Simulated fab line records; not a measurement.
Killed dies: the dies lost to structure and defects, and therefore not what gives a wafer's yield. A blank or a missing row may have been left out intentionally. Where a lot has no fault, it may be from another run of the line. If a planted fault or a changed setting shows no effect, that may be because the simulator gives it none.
fab line records -- flow nand-harc
record lots=5, wafers=15, last-day=30
route steps=1302 shown A_BONDPAD@1216 HYBRID_BOND@1237 THIN_TSV@1244 END@1302
lots untouched by any fault: they come from a run of this same line in which no faults occurred
start-h: hours from the record's first day to the start of the lot's first wafer shown -- wait-h: how many hours have passed since the lot's step before this one -- " same as the row above -- L1.1+2: a single row standing in for several wafers -- - no value, or no start was given -- * or withheld: withheld -- < > ~ a bound
route shown NAME@n: NAME is a module with steps in the file, n the number in the route of the first one -- usual: mean/standard deviation taken from wafers without a fault -- same: alike in all rows -- chamber/n: place in a boat -- sites: per-site readings -- _std_site: the standard deviation of these -- _edge_site: mean of outer sites minus mean of inner sites -- radius-mm: how far each site lies from the wafer's centre -- mask NAME#n: copy n -- behind: the last tool/chamber to shape the wafer -- hold: cause of the lot's hold/its duration in hours/its outcome -- device: which transistor (n, p or np) failed to switch -- end of line: tests of these same wafers at the route's end -- for a step that has no rows: nothing shown but its recipe -- killed: at the first sort, the dies lost to defects and structure; wafer yield is something else -- map: a wafer's dies, x killed, . not, _ none there
set.NAME: setting as actually run; set.NAME@STEP: the setting as run at that earlier step -- model.NAME: the simulator's own value behind a step, which no gauge read
lots at selected steps of the route; one table per step, one row per wafer
services: the hour from which a tool's chamber was out of use, counted from the record's first day as start-h (under 0 if before that day), plus the number of hours and why
## steps
# step NHARC_A_BONDPAD_OVL_MEAS_35
# usual overlay-x-nm=-2/6.1, overlay-y-nm=2/6
lot.wafer,tool,chamber,start-h,wait-h,overlay-x-nm,overlay-y-nm
L436.2,overlay-02,-,590.95,-,-3,-13
L436.4,overlay-02,-,590.95,-,-2,-12
L436.6,overlay-02,-,590.95,-,-2,-13
L441.1,overlay-02,-,640.14,-,-7,-1
L441.2,overlay-02,-,640.14,-,-7,-1
L441.3,overlay-02,-,640.14,-,-8,-2
L443.3,overlay-01,-,650.36,-,1,1
L443.4,overlay-01,-,650.36,-,1,1
L443.5,overlay-01,-,650.36,-,1,1
L446.1,overlay-02,-,674.15,-,4,5
L446.3,overlay-02,-,674.15,-,4,5
L446.6,overlay-02,-,674.15,-,4,4
L445.4,overlay-02,-,684.45,-,-10,2
L445.5,overlay-02,-,684.45,-,-10,3
L445.6,overlay-02,-,684.45,-,-10,3
# step NHARC_A_BONDPAD_HARDBAKE_10
# recipe temp-c=118, time-s=65
# step NHARC_A_BONDPAD_DESCUM_11
# recipe time-s=3, o2-flow-sccm=200, ar-flow-sccm=0, bias-power-w=0, chemistry=O2
# step NHARC_A_BONDPAD_ETCH_34
# recipe target-depth-a=600, overetch-a=180, time-s=65.91, ion-energy-ev=200, n2-flow-sccm=150, h2-flow-sccm=150, ar-flow-sccm=0, rf-w=400, bias-w=150, chemistry=N2/H2
# step NHARC_A_BONDPAD_ETCH_12
# recipe target-depth-a=2200, time-s=110, chf3-flow-sccm=50, o2-flow-sccm=10, ar-flow-sccm=200, rf-w=500, bias-w=200, chemistry=CHF3/O2
# step NHARC_A_BONDPAD_CD_MEAS_13
# usual cd-nm=499.3/2.3
lot.wafer,tool,chamber,start-h,wait-h,cd-nm
L436.2,cd-sem-01,-,591.40,-,495.9
L436.4,cd-sem-01,-,591.40,-,498.7
L436.6,cd-sem-01,-,591.40,-,499.5
L441.1,cd-sem-03,-,640.58,-,499.6
L441.2,cd-sem-03,-,640.58,-,498.5
L441.3,cd-sem-03,-,640.58,-,499.4
L443.3,cd-sem-01,-,650.80,-,498.6
L443.4,cd-sem-01,-,650.80,-,500.7
L443.5,cd-sem-01,-,650.80,-,499.5
L446.1,cd-sem-03,-,674.59,-,502.5
L446.3,cd-sem-03,-,674.59,-,500.8
L446.6,cd-sem-03,-,674.59,-,499.6
L445.4,cd-sem-03,-,684.90,-,504.3
L445.5,cd-sem-03,-,684.90,-,498.1
L445.6,cd-sem-03,-,684.90,-,499.7
# step NHARC_A_BONDPAD_STRIP_15
# recipe o2-flow-sccm=500, ar-flow-sccm=0, bias-w=0, chemistry=O2
# step NHARC_A_BONDPAD_ETCH_24
# recipe target-depth-a=300, over-etch-frac=0.3, time-s=72.99, ion-energy-ev=150, cf4-flow-sccm=50, n2-flow-sccm=100, ar-flow-sccm=150, rf-w=300, bias-w=100, chemistry=CF4/N2
# step NHARC_A_BONDPAD_STRIP_16
# recipe time-s=600, temp-c=30, chemistry=post-etch-residue-remover
# step NHARC_A_BONDPAD_DEGAS_25
# recipe temp-c=300, time-s=60
# step NHARC_A_BONDPAD_PRE_CLEAN_26
# recipe time-s=30, temp-c=280, gas=H2/He
# step NHARC_A_BONDPAD_PVD_17
# recipe target-thk-a=50, bias-v=168.6, power-w=15000, chamber-pressure-pa=0.12, time-s=8.06, substrate-temp-c=50, material=TaN
# usual throttle-valve-pct=29.9/1.4
lot.wafer,tool,chamber,start-h,wait-h,throttle-valve-pct
L436.4,pvd-sputter-02,-,-,-,31.1
L436.2,pvd-sputter-02,-,-,-,27.9
L436.6,pvd-sputter-02,-,-,-,30.3
L441.3,pvd-sputter-03,-,-,-,31.2
L441.1,pvd-sputter-03,-,-,-,30.6
L441.2,pvd-sputter-03,-,-,-,30.4
L443.4,pvd-sputter-02,-,-,-,30.4
L443.3,pvd-sputter-02,-,-,-,31.6
L443.5,pvd-sputter-02,-,-,-,27.2
L446.3,pvd-sputter-01,-,-,-,31.0
L446.1,pvd-sputter-01,-,-,-,29.4
L446.6,pvd-sputter-01,-,-,-,31.0
L445.4,pvd-sputter-02,-,-,-,29.3
L445.6,pvd-sputter-02,-,-,-,31.7
L445.5,pvd-sputter-02,-,-,-,29.5
# step NHARC_A_BONDPAD_PVD_27
# recipe target-thk-a=300, chamber-pressure-pa=5, power-w=5000, substrate-temp-c=30, time-s=20.49, material=Cu
# usual throttle-valve-pct=30.0/1.3
lot.wafer,tool,chamber,start-h,wait-h,throttle-valve-pct
L436.2,pvd-sputter-02,-,592.25,-,28.1
L436.4,pvd-sputter-02,-,592.25,-,30.6
L436.6,pvd-sputter-02,-,592.25,-,30.3
L441.1,pvd-sputter-03,-,641.43,-,30.9
L441.3,pvd-sputter-03,-,641.43,-,27.7
L441.2,pvd-sputter-03,-,641.43,-,31.2
L443.3,pvd-sputter-02,-,651.65,-,27.4
L443.4,pvd-sputter-02,-,651.65,-,31.5
L443.5,pvd-sputter-02,-,651.65,-,30.4
L446.1,pvd-sputter-01,-,675.43,-,30.8
L446.3,pvd-sputter-01,-,675.43,-,30.8
L446.6,pvd-sputter-01,-,675.43,-,30.9
L445.4,pvd-sputter-02,-,685.75,-,31.8
L445.6,pvd-sputter-02,-,685.75,-,27.4
L445.5,pvd-sputter-02,-,685.75,-,31.5
# step NHARC_A_BONDPAD_ECD_18
# recipe target-thk-a=4000, bath-temp-c=25, material=Cu
# step NHARC_A_BONDPAD_ANNEAL_28
# recipe temp-c=225, time-s=90
# step NHARC_A_BONDPAD_CMP_19
# recipe t-overpolish-s=30, cu-recess-touch-s=16, target-thk-nm=169.82
# usual motor-current-A=12.2/0.85, overpolish-run-s=29.999/0.0084, slurry-filter-dp-kPa=13.51/0.14
# same cu-recess-touch-s=16
lot.wafer,tool,chamber,start-h,wait-h,motor-current-A,overpolish-run-s,slurry-filter-dp-kPa
L436.2,cmp-03,1,593.10,-,12.8,30.000,13.50
L436.4,cmp-03,3,593.10,-,11.6,29.997,13.26
L436.6,cmp-03,2,593.10,-,12.2,29.985,13.42
L441.1,cmp-01,2,642.32,-,11.9,30.010,13.62
L441.3,cmp-01,3,642.32,-,12.6,29.998,13.62
L441.2,cmp-01,0,642.32,-,14.1,30.005,13.46
L443.4,cmp-01,3,652.50,-,12.6,30.004,13.45
L443.3,cmp-01,0,652.50,-,14.0,30.006,13.50
L443.5,cmp-01,0,652.50,-,13.8,29.998,13.59
L446.1,cmp-03,2,676.37,-,12.8,29.993,13.50
L446.3,cmp-03,3,676.37,-,11.3,30.006,13.47
L446.6,cmp-03,1,676.37,-,11.9,29.997,13.44
L445.4,cmp-03,1,686.59,-,12.4,29.988,13.58
L445.6,cmp-03,1,686.59,-,12.2,30.004,13.50
L445.5,cmp-03,2,686.59,-,11.8,30.005,13.19
# step NHARC_A_BONDPAD_SRD_21
# recipe time-s=30, temp-c=23, dry-time-s=20, spin-rpm=1500
# step NHARC_A_BONDPAD_INSPECT_23
# usual raw-defect-count=541/120
lot.wafer,tool,chamber,start-h,wait-h,raw-defect-count
L436.2,defect-inspect-02,-,593.63,0.0,476
L436.4,defect-inspect-02,-,593.63,0.0,711
L436.6,defect-inspect-02,-,593.63,0.0,520
L441.1,defect-inspect-02,-,642.83,0.0,373
L441.2,defect-inspect-02,-,642.83,0.0,391
L441.3,defect-inspect-02,-,642.83,0.0,392
L443.3,defect-inspect-01,-,653.04,0.0,532
L443.4,defect-inspect-01,-,653.04,0.0,547
L443.5,defect-inspect-01,-,653.04,0.0,374
L446.1,defect-inspect-01,-,676.84,0.0,627
L446.3,defect-inspect-01,-,676.84,0.0,517
L446.6,defect-inspect-01,-,676.84,0.0,604
L445.4,defect-inspect-02,-,687.13,0.0,521
L445.5,defect-inspect-02,-,687.13,0.0,385
L445.6,defect-inspect-02,-,687.13,0.0,466
# step NHARC_HYBRID_BOND_ACTIVATE_00
# recipe time-s=60, n2-flow-sccm=200, ar-flow-sccm=0, bias-power-w=0, chemistry=N2
# usual drypump-motor-current-A=6.0/0.4, mfc-ar-sccm=0.012/0.015, oes-product-au=1.003/0.0096, rf-vpp-V=64.2/0.76, showerhead-plenum-p-Torr=1.75/0.067
# same bias-power-w=0
lot.wafer,tool,chamber,start-h,wait-h,drypump-motor-current-A,mfc-ar-sccm,oes-product-au,rf-hours-counter-h,rf-vpp-V,showerhead-plenum-p-Torr
L436.4,rie-diel-07,1,593.70,0.1,6.2,0.017,0.977,8,64.5,1.64
L436.2,rie-diel-07,2,593.70,0.1,6.0,0,0.996,8,64.4,1.77
L436.6,rie-diel-07,0,593.70,0.1,5.7,0.039,1.006,-,64.1,1.72
L441.3,rie-diel-07,1,642.90,0.1,6.2,0.017,0.984,14,64.0,1.63
L441.2,rie-diel-07,2,642.90,0.1,6.0,0,0.999,14,64.3,1.77
L441.1,rie-diel-07,0,642.90,0.1,5.7,0.039,0.999,11,64.6,1.72
L443.3,rie-diel-05,3,653.11,0.1,5.2,0,0.990,23,64.5,1.87
L443.4,rie-diel-05,2,653.11,0.1,5.9,0,1.003,21,65.1,1.78
L443.5,rie-diel-05,0,653.11,0.1,5.0,0.035,0.996,-,64.0,1.77
L446.3,rie-diel-07,3,676.90,0.1,6.6,0,1.010,2,64.8,1.76
L446.1,rie-diel-07,0,676.90,0.1,5.7,0.039,1.014,2,65.6,1.72
L446.6,rie-diel-07,0,676.90,0.1,5.7,0.039,1.003,-,64.3,1.72
L445.4,rie-diel-07,1,687.19,0.1,6.2,0.017,0.998,3,63.1,1.63
# step NHARC_HYBRID_BOND_PRECLEAN_01
# recipe time-s=300, temp-c=23, chemistry=DIW
# step NHARC_HYBRID_BOND_SRD_02
# recipe time-s=30, temp-c=23, dry-time-s=20, spin-rpm=1500
# step NHARC_HYBRID_BOND_BOND_03
# recipe temp-c=25
# step NHARC_HYBRID_BOND_ANNEAL_04
# recipe temp-c=300, time-s=7200, ramp-up-c-per-min=5, ramp-down-c-per-min=3, idle-temp-c=100, pressure-atm=1
# step NHARC_HYBRID_BOND_OVL_MEAS_05
# usual overlay-x-nm=3/32, overlay-y-nm=1/31
lot.wafer,tool,chamber,start-h,wait-h,overlay-x-nm,overlay-y-nm
L436.2,overlay-02,-,604.00,0.4,22,-23
L436.4,overlay-02,-,604.00,0.4,-22,25
L436.6,overlay-02,-,604.00,0.4,-18,29
L441.1,overlay-02,-,652.37,0.4,-9,9
L441.2,overlay-02,-,652.37,0.4,14,78
L441.3,overlay-02,-,652.37,0.4,8,-4
L443.3,overlay-01,-,660.23,0.4,-17,-12
L443.4,overlay-01,-,660.23,0.4,50,13
L443.5,overlay-01,-,660.23,0.4,19,-11
L446.1,overlay-02,-,686.43,0.4,46,15
L446.3,overlay-02,-,686.43,0.4,54,-1
L446.6,overlay-02,-,686.43,0.4,20,-15
L445.4,overlay-02,-,697.05,0.4,4,-11
# step NHARC_HYBRID_BOND_INSPECT_06
# recipe inspect-instrument=ir-void
# usual raw-defect-count=86/34
lot.wafer,tool,chamber,start-h,wait-h,raw-defect-count
L436.2,defect-inspect-01,-,604.05,0.1,66
L436.4,defect-inspect-01,-,604.05,0.1,89
L436.6,defect-inspect-01,-,604.05,0.1,86
L441.1,defect-inspect-01,-,652.42,0.0,32
L441.2,defect-inspect-01,-,652.42,0.0,20
L441.3,defect-inspect-01,-,652.42,0.0,27
L443.3,defect-inspect-01,-,660.29,0.1,78
L443.4,defect-inspect-01,-,660.29,0.1,87
L443.5,defect-inspect-01,-,660.29,0.1,73
L446.1,defect-inspect-02,-,686.48,0.0,102
L446.3,defect-inspect-02,-,686.48,0.0,98
L446.6,defect-inspect-02,-,686.48,0.0,98
L445.4,defect-inspect-01,-,697.10,0.1,75
# step NHARC_THIN_TSV_GRIND_00
# recipe target-thk-um=6
# usual motor-current-A=12.001/0.023
lot.wafer,tool,chamber,start-h,wait-h,motor-current-A
L436.2,grinder-01,0,604.40,0.3,11.963
L436.4,grinder-01,0,604.40,0.3,11.990
L436.6,grinder-01,0,604.40,0.3,12.018
L441.1,grinder-01,0,652.57,0.1,11.993
L441.2,grinder-01,0,652.57,0.1,12.008
L441.3,grinder-01,0,652.57,0.1,12.003
L443.3,grinder-01,0,662.05,1.8,12.062
L443.4,grinder-01,0,662.05,1.8,12.015
L443.5,grinder-01,0,662.05,1.8,11.983
L446.1,grinder-01,0,686.63,0.1,12.004
L446.3,grinder-01,0,686.63,0.1,11.970
L446.6,grinder-01,0,686.63,0.1,11.999
L445.4,grinder-01,0,697.86,0.7,11.975
# step NHARC_THIN_TSV_CMP_01
# recipe target-thk-um=3
# step NHARC_THIN_TSV_THK_MEAS_02
# recipe thk-meas-gauge=ir
# usual thk-nm=3031/220
lot.wafer,tool,chamber,start-h,wait-h,thk-nm
L436.2,film-metro-02,-,605.70,-,2672
L436.4,film-metro-02,-,605.70,-,2552
L436.6,film-metro-02,-,605.70,-,2719
L441.1,film-metro-02,-,654.06,-,3234
L441.2,film-metro-02,-,654.06,-,3257
L441.3,film-metro-02,-,654.06,-,3300
L443.3,film-metro-01,-,663.15,-,3017
L443.4,film-metro-01,-,663.15,-,3034
L443.5,film-metro-01,-,663.15,-,2858
L446.1,film-metro-01,-,688.12,0.2,2926
L446.3,film-metro-01,-,688.12,0.2,2633
L446.6,film-metro-01,-,688.12,0.2,2847
L445.4,film-metro-01,-,698.76,-,3162
# step NHARC_THIN_TSV_SRD_03
# step NHARC_THIN_TSV_PRECLEAN_41
# recipe time-s=*, temp-c=50, bath-age-min=0, chemistry=SC1
# step NHARC_THIN_TSV_SRD_42
# step NHARC_THIN_TSV_DEP_43
# recipe target-thk-a=13285, temp-c=withheld, pressure-torr=6.5, rf-w=900, teos-flow-sccm=161.4, flow-sccm=2650, target-thk-nm=1328.5, gas=O2, material=SiO2
# usual rf-fwd-power-W=898.4/2.8, throttle-valve-pct=15.9/0.6
lot.wafer,tool,chamber,start-h,wait-h,rf-fwd-power-W,throttle-valve-pct
L436.2,pecvd-02,0,606.02,-,899.7,14.7
L436.4,pecvd-02,1,606.02,-,894.4,16.1
L436.6,pecvd-02,2,606.02,-,903.5,16.4
L441.1,pecvd-01,1,654.28,-,902.5,16.6
L441.3,pecvd-01,2,654.28,-,896.2,16.0
L441.2,pecvd-01,0,654.28,-,897.9,15.4
L443.3,pecvd-01,1,663.41,-,894.9,16.7
L443.4,pecvd-01,1,663.41,-,898.4,16.7
L443.5,pecvd-01,2,663.41,-,900.0,16.0
L446.1,pecvd-01,1,688.35,-,902.3,16.5
L446.3,pecvd-01,0,688.35,-,900.6,15.2
L446.6,pecvd-01,0,688.35,-,899.6,14.9
L445.4,pecvd-04,2,699.20,-,898.8,16.0
# step NHARC_THIN_TSV_DEHYDRATE_04
# recipe temp-c=150, time-s=120
# step NHARC_THIN_TSV_HMDS_05
# recipe time-s=30
# step NHARC_THIN_TSV_COAT_06
# recipe spin-rpm=*
# step NHARC_THIN_TSV_SOFTBAKE_07
# recipe temp-c=122, time-s=95
# step NHARC_THIN_TSV_EBR_08
# step NHARC_THIN_TSV_EXPOSE_09
# recipe na=0.55, dose-mj=30.7, mask-id=TSV
# step NHARC_THIN_TSV_PEB_10
# recipe peb-temp-c=118, peb-time-s=85
# step NHARC_END_SORT_01
# recipe temp-c=25
# usual defect-limited-yield=90.9/2.6, killed-at-array=57/18, killed-at-other=0.9/1.3, killed-at-periphery=3.5/2.2, killed-dies=62/18, killed-open=3.0/1.7, killed-short=2.3/1.5
# same gross-dies=677
lot.wafer,tool,chamber,start-h,wait-h,defect-limited-yield[%],killed-at-array,killed-at-other,killed-at-periphery,killed-dies,killed-open,killed-short
L436.2,prober-01,0,623.03,2.8,93.1,44,1,2,47,2,3
L436.4,prober-01,0,624.64,3.4,90.8,59,1,2,62,4,3
L436.6,prober-01,0,626.25,4.0,91.1,57,2,1,60,1,3
L441.1,prober-01,0,669.93,2.5,95.3,28,0,4,32,1,2
L441.2,prober-01,0,670.73,2.8,96.9,21,0,0,21,5,1
L441.3,prober-01,0,671.54,3.1,96.2,23,2,1,26,1,1
L443.3,prober-01,0,679.41,3.1,92.0,53,1,0,54,3,2
L443.4,prober-01,0,680.20,3.4,92.2,48,3,2,53,2,2
L443.5,prober-01,0,680.99,3.7,92.5,48,1,2,51,3,2
L446.1,prober-02,0,706.46,2.5,90.4,62,0,3,65,1,5
L446.3,prober-02,0,708.09,3.1,89.1,67,1,6,74,4,3
L446.6,prober-02,0,710.54,4.1,90.7,58,1,4,63,5,5
L445.4,prober-02,0,717.58,3.4,91.4,52,4,2,58,3,3
L445.5,prober-02,0,718.38,3.7,0,674,1,2,677,2,3
L445.6,prober-02,0,719.19,4.0,0,674,1,2,677,1,1
# killed by level:class
L436.2 A_CHANNEL_HOLE_D1:chamber-film-flake=31 A_CHANNEL_HOLE_D2:chamber-film-flake=7 P_M0:geometric-particle:short=1 A_CHANNEL_FILL_D1:geometric-particle:short=1 A_SGD_CUT:geometric-particle:open=1 A_WL_FILL:geometric-particle:open=1 A_WL_FILL:geometric-particle:short=1 P_GATE:chamber-film-flake=1
L436.4 A_CHANNEL_HOLE_D1:chamber-film-flake=36 A_CHANNEL_HOLE_D2:chamber-film-flake=10 A_CONTACT:chamber-film-flake=3 A_STAIRCASE:chamber-film-flake=2 P_GATE:geometric-particle:short=1 A_ONON_D1:geometric-particle:short=1 A_DECK1_JOINT:geometric-particle:open=1 A_CHANNEL_FILL_D2:geometric-particle:short=1
L436.6 A_CHANNEL_HOLE_D1:chamber-film-flake=39 A_CHANNEL_HOLE_D2:chamber-film-flake=7 A_STAIRCASE:chamber-film-flake=2 A_WL_FILL:chamber-film-flake=2 A_CONTACT:chamber-film-flake=2 THIN_TSV:chamber-film-flake=2 A_CHANNEL_FILL_D1:geometric-particle:short=1 A_CHANNEL_FILL_D2:geometric-particle:short=1
L441.1 A_CONTACT:chamber-film-flake=10 A_CHANNEL_HOLE_D1:chamber-film-flake=9 P_ZERO_WELL:chamber-film-flake=3 A_WL_FILL:chamber-film-flake=2 A_CHANNEL_FILL_D1:geometric-particle:short=1 A_DECK1_JOINT:geometric-particle:open=1 A_SGD_CUT:geometric-particle:short=1 P_CONTACT:chamber-film-flake=1
L441.2 A_CHANNEL_HOLE_D1:chamber-film-flake=5 A_CONTACT:chamber-film-flake=4 A_CHANNEL_FILL_D1:geometric-particle:open=2 A_CHANNEL_HOLE_D1:geometric-particle:open=1 A_DECK1_JOINT:geometric-particle:open=1 A_ONON_D2:geometric-particle:short=1 A_CONTACT:geometric-particle:open=1 A_DECK1_JOINT:chamber-film-flake=1
L441.3 A_CONTACT:chamber-film-flake=8 A_CHANNEL_HOLE_D2:chamber-film-flake=5 A_CHANNEL_HOLE_D1:chamber-film-flake=4 A_SLIT:chamber-film-flake=2 A_CHANNEL_FILL_D2:geometric-particle:short=1 STARTING-WAFER:geometric-particle:open=1 P_ZERO_WELL:chamber-film-flake=1 A_CHANNEL_FILL_D1:chamber-film-flake=1
L443.3 A_SLIT:chamber-film-flake=30 A_CHANNEL_HOLE_D1:chamber-film-flake=9 A_CONTACT:chamber-film-flake=5 A_DECK1_JOINT:chamber-film-flake=3 A_STAIRCASE:chamber-film-flake=2 A_WL_FILL:geometric-particle:short=1 A_CONTACT:geometric-particle:open=1 A_BLC:geometric-particle:short=1
L443.4 A_SLIT:chamber-film-flake=24 A_CONTACT:chamber-film-flake=8 A_CHANNEL_HOLE_D1:chamber-film-flake=7 THIN_TSV:chamber-film-flake=3 A_STAIRCASE:chamber-film-flake=2 P_M0:geometric-particle:open=1 A_CHANNEL_FILL_D1:geometric-particle:short=1 A_SLIT:geometric-particle:short=1
L443.5 A_SLIT:chamber-film-flake=23 A_CHANNEL_HOLE_D1:chamber-film-flake=8 A_CONTACT:chamber-film-flake=4 A_DECK1_JOINT:chamber-film-flake=3 P_ZERO_WELL:chamber-film-flake=2 A_CHANNEL_FILL_D2:geometric-particle:open=2 A_WL_FILL:chamber-film-flake=2 A_SOURCE_PLATE:geometric-particle:short=1
L446.1 A_SLIT:chamber-film-flake=24 A_CHANNEL_HOLE_D2:chamber-film-flake=13 A_CHANNEL_HOLE_D1:chamber-film-flake=9 A_STAIRCASE:chamber-film-flake=6 A_ONON_D2:geometric-particle:short=2 A_BLC:chamber-film-flake=2 A_SGD_CUT:chamber-film-flake=2 P_CONTACT:geometric-particle:short=1
L446.3 A_SLIT:chamber-film-flake=25 A_CHANNEL_HOLE_D2:chamber-film-flake=21 A_STAIRCASE:chamber-film-flake=5 P_GATE:chamber-film-flake=4 A_CHANNEL_FILL_D2:chamber-film-flake=4 A_DECK1_JOINT:chamber-film-flake=3 A_CHANNEL_HOLE_D1:chamber-film-flake=2 P_M0:geometric-particle:open=1
L446.6 A_SLIT:chamber-film-flake=24 A_CHANNEL_HOLE_D2:chamber-film-flake=9 A_CHANNEL_HOLE_D1:chamber-film-flake=6 A_DECK1_JOINT:chamber-film-flake=3 A_BLC:chamber-film-flake=3 A_ONON_D1:geometric-particle:short=2 A_STAIRCASE:chamber-film-flake=2 P_CONTACT:geometric-particle:short=1
L445.4 A_CHANNEL_HOLE_D1:chamber-film-flake=31 A_SGD_CUT:chamber-film-flake=5 A_SLIT:chamber-film-flake=4 A_DECK1_JOINT:chamber-film-flake=3 A_CONTACT:chamber-film-flake=3 THIN_TSV:chamber-film-flake=3 P_GATE:chamber-film-flake=2 A_SOURCE_PLATE:geometric-particle:open=1
L445.5 A_BONDPAD:area-pvd=622 A_CHANNEL_HOLE_D1:chamber-film-flake=35 A_CONTACT:chamber-film-flake=3 A_SGD_CUT:chamber-film-flake=3 A_SLIT:chamber-film-flake=3 A_DECK1_JOINT:chamber-film-flake=2 A_STAIRCASE:chamber-film-flake=2 P_CONTACT:geometric-particle:open=1
L445.6 A_BONDPAD:area-pvd=627 A_CHANNEL_HOLE_D1:chamber-film-flake=35 A_SGD_CUT:chamber-film-flake=4 A_SLIT:chamber-film-flake=2 A_STAIRCASE:chamber-film-flake=2 P_M2:geometric-particle:short=1 A_ONON_D1:geometric-particle:open=1 P_M0:chamber-film-flake=1
# map L445.5 (x killed, . not)
____________x____________
_________xxxxxxx_________
_______xxxxxxxxxxx_______
______xxxxxxxxxxxxx______
_____xxxxxxxxxxxxxxx_____
____xxxxxxxxxxxxxxxxx____
____xxxxxxxxxxxxxxxxx____
___xxxxxxxxxxxxxxxxxxx___
___xxxxxxxxxxxxxxxxxxx___
__xxxxxxxxxxxxxxxxxxxxx__
__xxxxxxxxxxxxxxxxxxxxx__
_xxxxxxxxxxxxxxxxxxxxxxx_
_xxxxxxxxxxxxxxxxxxxxxxx_
_xxxxxxxxxxxxxxxxxxxxxxx_
_xxxxxxxxxxxxxxxxxxxxxxx_
_xxxxxxxxxxxxxxxxxxxxxxx_
xxxxxxxxxxxxxxxxxxxxxxxxx
xxxxxxxxxxxxxxxxxxxxxxxxx
xxxxxxxxxxxxxxxxxxxxxxxxx
xxxxxxxxxxxxxxxxxxxxxxxxx
xxxxxxxxxxxxxxxxxxxxxxxxx
_xxxxxxxxxxxxxxxxxxxxxxx_
_xxxxxxxxxxxxxxxxxxxxxxx_
_xxxxxxxxxxxxxxxxxxxxxxx_
_xxxxxxxxxxxxxxxxxxxxxxx_
_xxxxxxxxxxxxxxxxxxxxxxx_
__xxxxxxxxxxxxxxxxxxxxx__
__xxxxxxxxxxxxxxxxxxxxx__
___xxxxxxxxxxxxxxxxxxx___
___xxxxxxxxxxxxxxxxxxx___
____xxxxxxxxxxxxxxxxx____
____xxxxxxxxxxxxxxxxx____
_____xxxxxxxxxxxxxxx_____
______xxxxxxxxxxxxx______
_______xxxxxxxxxxx_______
_________xxxxxxx_________
____________x____________
# map L436.4 (x killed, . not)
____________.____________
_________......._________
_______.....x....._______
______.............______
_____..............x_____
____...........x.....____
____x................____
___xx...........x.....___
___x.xx...............___
__...xx................__
__.xxxxx...............__
_x.xx.x................._
_xxxxxx.x.............x._
_.xxx.x................x_
_.xx...x..............x._
_.xxx.xx................_
.......x.................
.........................
.........................
............x............
...............x.........
_...................x..._
_........x.............._
_...........x..........._
_.............x........._
_......x.....xx........._
__...........x..x......__
__..........x..x.......__
___...................___
___......x...x........___
____................x____
____x................____
_____..............._____
______.........x...______
_______..........._______
_________......._________
____________.____________
## services
tool,chamber,start-h,hours,kind
rie-diel-07,0,578.25,-,clean
cmp-01,-,581.44,4.0,pm
pvd-sputter-01,-,582.00,10.0,pm
pecvd-01,1,582.05,11.5,repair
rie-diel-05,-,583.85,9.0,pm
pecvd-02,-,589.13,13.0,pm
cmp-01,-,589.34,12.5,repair
pecvd-01,-,593.92,1.4,repair
cmp-01,-,618.98,0.5,repair
pecvd-01,0,628.62,4.7,repair
cmp-03,-,628.73,0.9,repair
pecvd-04,-,631.16,13.0,pm
cmp-01,-,633.89,2.1,repair
pvd-sputter-02,-,638.00,10.0,pm
grinder-01,-,645.44,2.1,repair
rie-diel-07,-,648.25,9.0,pm
cmp-03,-,653.05,4.0,pm
pecvd-02,-,668.91,1.8,repair
pecvd-01,-,673.03,13.0,pm
cmp-01,-,679.44,4.0,pm
pecvd-02,2,679.61,17.8,repair
rie-diel-07,-,680.81,0.5,repair
rie-diel-05,2,682.78,3.6,repair
cmp-01,-,693.10,0.9,repair
## key
first-sign step=NHARC_END_SORT_01, reading=defect-limited-yield, direction=down, sigmas=35, usual=90.9, struck=0
effect step=NHARC_END_SORT_01, reading=killed-dies, direction=up, sigmas=35, usual=62, struck=677
more-kills-born-at NHARC_A_BONDPAD_PVD_27@pvd-sputter-02=1249
met-at NHARC_A_BONDPAD_PVD_27
struck-wafers L445.5,L445.6
later-rows-left-out L445.5,L445.6
onset-between 651.65 685.75
fault kind=process-parameter-drift, tool=pvd-sputter-02, chamber=-, onset-h=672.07, steps=NHARC_A_BONDPAD_PVD_27, channel=target-thk-a, offset=*, shape=step, end-h=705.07, scope=struck-wafers-only, acts-in=*, stated=*
# later-rows-left-out: the simulator's readings of these wafers behind a module that went badly wrong aren't trusted and aren't shown, but for the sort
